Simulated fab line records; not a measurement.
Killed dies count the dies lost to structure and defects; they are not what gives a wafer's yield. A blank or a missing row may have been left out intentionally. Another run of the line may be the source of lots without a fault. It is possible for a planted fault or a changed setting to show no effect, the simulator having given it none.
What tool caused it?    flow nand harc    12 lots with 36 wafers sampled at 5 steps, on a route of 1159 steps

== WHAT EACH GAUGE READ, for each wafer ==
NHARC_A_BONDPAD_INSPECT_23. Usual: raw defect count reads 517 (standard deviation 150).
lot   measured      on                 raw defect count  flag
L190  day 18 06:20  defect inspect-02  748 498 741       
L192  day 18 17:55  defect inspect-01  515 318 474       
L195  day 18 18:19  defect inspect-01  401 429 579       
L193  day 19 06:13  defect inspect-02  818 450 525       
L196  day 19 14:31  defect inspect-02  749 563 907       
L194  day 19 15:32  defect inspect-02  319 523 540       
L203  day 22 00:18  defect inspect-02  357 413 497       
L206  day 22 06:02  defect inspect-02  450 593 772       
L209  day 23 00:23  defect inspect-02  625 467 380       
L207  day 23 01:27  defect inspect-02  272 353 307       
L211  day 23 14:43  defect inspect-02  591 492 568       
L213  day 24 03:34  defect inspect-02  464 559 377       

NHARC_END_SORT_01. Usual: defect limited yield 95.2 %, standard deviation 1.6; killed at array 29, standard deviation 10; killed at other 0.7, standard deviation 1.1; killed at periphery 3.2, standard deviation 2.2; killed dies 33, standard deviation 11; killed open 3.5, standard deviation 1.8; killed short 2.0, standard deviation 1.4; sort_bin_2_pct 1.5 %, standard deviation 0.61; sort_bin_3_pct 0.29 %, standard deviation 0.22; sort_bin_4_pct 3.1 %, standard deviation 1.1; sort n pass 644, standard deviation 11; sort rim yield pct 95 %, standard deviation 3.3; sort yield pct 95.2 %, standard deviation 1.6.
lot   measured      on         defect limited yield (%)  killed at array  killed at other  killed at periphery  killed dies  killed open  killed short  sort_bin_2_pct (%)  sort_bin_3_pct (%)  sort_bin_4_pct (%)  sort n pass  sort rim yield pct (%)  sort yield pct (%)  flag
L203  day 23 06:19  prober-02  95.7 0 96.9               26 18 19         0 659 1          3 0 1                29 677 21    3 2 3        4 1 1         1.6 98.2 0.7        0 0.15 0.15         2.7 1.6 2.2         648 0 656    99 0 91                 95.7 0 96.9         OFF

== WHAT TOOL EACH LOT RAN ON (gives the tool, then ch and the chambers of the sampled wafers, and finally the start) ==
lot   NHARC_THIN_TSV_DEP_43            NHARC_THIN_TSV_ETCHBACK_48          NHARC_THIN_TSV_PVD_51
L190  pecvd-04 ch 0,1,2, day 19 16:11  rie diel-03 ch 1,2,3, day 19 19:25  pvd sputter-02, no start
L192  pecvd-03 ch 1,2, day 19 17:14    rie diel-09 ch 0,3, day 19 20:16    pvd sputter-02, no start
L195  pecvd-03 ch 0,1,2, day 19 18:22  rie diel-09 ch 0,1, day 19 21:31    pvd sputter-01, no start
L193  pecvd-01 ch 0,2, day 19 19:34    rie diel-05 ch 1,2, day 19 22:49    pvd sputter-02, no start
L196  pecvd-03 ch 0,1,2, day 20 02:56  rie diel-05 ch 2,3, day 20 07:16    pvd sputter-02, no start
L194  pecvd-01 ch 0,2, day 20 04:12    rie diel-09 ch 0,1, day 20 07:35    pvd sputter-02, no start
L203  pecvd-04 ch 0,1,2, day 22 14:33  rie diel-03 ch 0,2,3, day 22 17:42  pvd sputter-01, day 23 06:19 or earlier
L206  pecvd-04 ch 0,1,2, day 22 15:55  rie diel-09 ch 1,2,3, day 22 19:13  pvd sputter-02, no start
L209  pecvd-04 ch 0,1, day 23 12:38    rie diel-05 ch 1,2, day 23 16:50    pvd sputter-02, no start
L207  pecvd-03 ch 0,1,2, day 23 15:08  rie diel-05 ch 0,1,2, day 23 18:06  pvd sputter-02, no start
L211  pecvd-04 ch 0,2, day 24 02:26    rie diel-09 ch 0,1,2, day 24 05:49  pvd sputter-01, no start
L213  pecvd-03 ch 0,2, day 24 16:02    rie diel-05 ch 0,2, day 24 19:28    pvd sputter-01, no start
- NHARC_THIN_TSV_DEP_43: deposits SiO2, target thk 1328.5 nm.
- NHARC_THIN_TSV_ETCHBACK_48: etches the open film in C4F8/Ar, target depth 1028.5 nm, time 405.17 s.
- NHARC_THIN_TSV_PVD_51: deposits Cu, target thk 100 nm.

== AS READ BY THE TOOLS THEMSELVES (means over the sampled wafers that have a number; for cases with no such wafer, the mark the record gives instead) ==
NHARC_THIN_TSV_DEP_43. Usual: throttle valve pct reads 16.1 % (standard deviation 0.51).
lot   tool      throttle valve pct (%)  flag
L190  pecvd-04  16.1                    
L192  pecvd-03  16.2                    
L195  pecvd-03  16.2                    
L193  pecvd-01  16.0                    
L196  pecvd-03  16.3                    
L194  pecvd-01  15.7                    
L203  pecvd-04  16.2                    
L206  pecvd-04  16.2                    
L209  pecvd-04  16.4                    
L207  pecvd-03  16.2                    
L211  pecvd-04  16.3                    
L213  pecvd-03  15.7                    

NHARC_THIN_TSV_ETCHBACK_48. Usual: bias w 299.9 W, standard deviation 0.91; chamber pressure mTorr 25.000 mTorr, standard deviation 0.02; oes product au 0.941 a.u., standard deviation 0.024; rf vpp V 547.3 V, standard deviation 2.3.
lot   tool         bias w (W)  chamber pressure mTorr (mTorr)  oes product au (a.u.)  rf vpp V (V)  flag
L190  rie diel-03  299.8       25.006                          0.932                  548.9         
L192  rie diel-09  299.5       24.975                          0.996                  547.7         
L195  rie diel-09  299.8       25.028                          0.963                  547.6         
L193  rie diel-05  299.2       24.982                          0.926                  546.5         
L196  rie diel-05  300.0       25.009                          0.935                  545.6         
L194  rie diel-09  299.1       25.003                          0.962                  548.0         
L203  rie diel-03  300.2       24.991                          0.879                  549.3         
L206  rie diel-09  299.8       25.008                          0.929                  548.4         
L209  rie diel-05  300.0       24.974                          0.956                  545.5         
L207  rie diel-05  299.6       25.004                          0.982                  545.6         
L211  rie diel-09  299.7       24.989                          0.956                  547.6         
L213  rie diel-05  299.8       24.994                          0.921                  545.4         

NHARC_THIN_TSV_PVD_51. Usual: chamber pressure pa 5.001 Pa, standard deviation 0.01; throttle valve pct 30.0 %, standard deviation 0.68.
lot   tool            chamber pressure pa (Pa)  throttle valve pct (%)  flag
L190  pvd sputter-02  4.995                     29.5                    
L192  pvd sputter-02  5.005                     29.3                    
L195  pvd sputter-01  4.987                     30.8                    
L193  pvd sputter-02  5.005                     30.0                    
L196  pvd sputter-02  5.005                     29.6                    
L194  pvd sputter-02  5.003                     29.4                    
L203  pvd sputter-01  5.004                     30.8                    
L206  pvd sputter-02  5.011                     29.5                    
L209  pvd sputter-02  5.012                     29.3                    
L207  pvd sputter-02  5.012                     29.4                    
L211  pvd sputter-01  4.998                     30.6                    
L213  pvd sputter-01  5.002                     30.7                    

== THE ANSWER, worked out from the rows above alone ==
Rule: lot off if the mean of its wafers having a number is beyond 3 standard deviations from the usual mean. A lot without any number at a reading at which 4 lots or more have one is off too. The other lots that the step has rows for count as sound. The gauges are gone through in route order, then the tools' own readings, and for those a lot's mean is taken as printed above. The first step at which some lot is off is used, and at that step the reading that is off furthest; a lot without a number counts as furthest.
Off: L203, at NHARC_END_SORT_01 (killed at other). Neither off nor sound, because the step has no rows for them: L190, L192, L195, L193, L196, L194, L206, L209, L207, L211, L213.
If a tool, at a process step before that reading, ran all the lots that are off and no sound lot after the first of them, it fits. Those tools and the gauges at NHARC_END_SORT_01 are tried in the same way. NHARC_THIN_TSV_PVD_51 gives no start for some lots, so the hours and the order of its lots are those of NHARC_END_SORT_01. Can't be told from this: 4 tools fit, pecvd-04 at NHARC_THIN_TSV_DEP_43, rie diel-03 at NHARC_THIN_TSV_ETCHBACK_48, pvd sputter-01 at NHARC_THIN_TSV_PVD_51, prober-02 at NHARC_END_SORT_01.

== WHAT HAD BEEN PUT IN BY THE SIMULATOR ==
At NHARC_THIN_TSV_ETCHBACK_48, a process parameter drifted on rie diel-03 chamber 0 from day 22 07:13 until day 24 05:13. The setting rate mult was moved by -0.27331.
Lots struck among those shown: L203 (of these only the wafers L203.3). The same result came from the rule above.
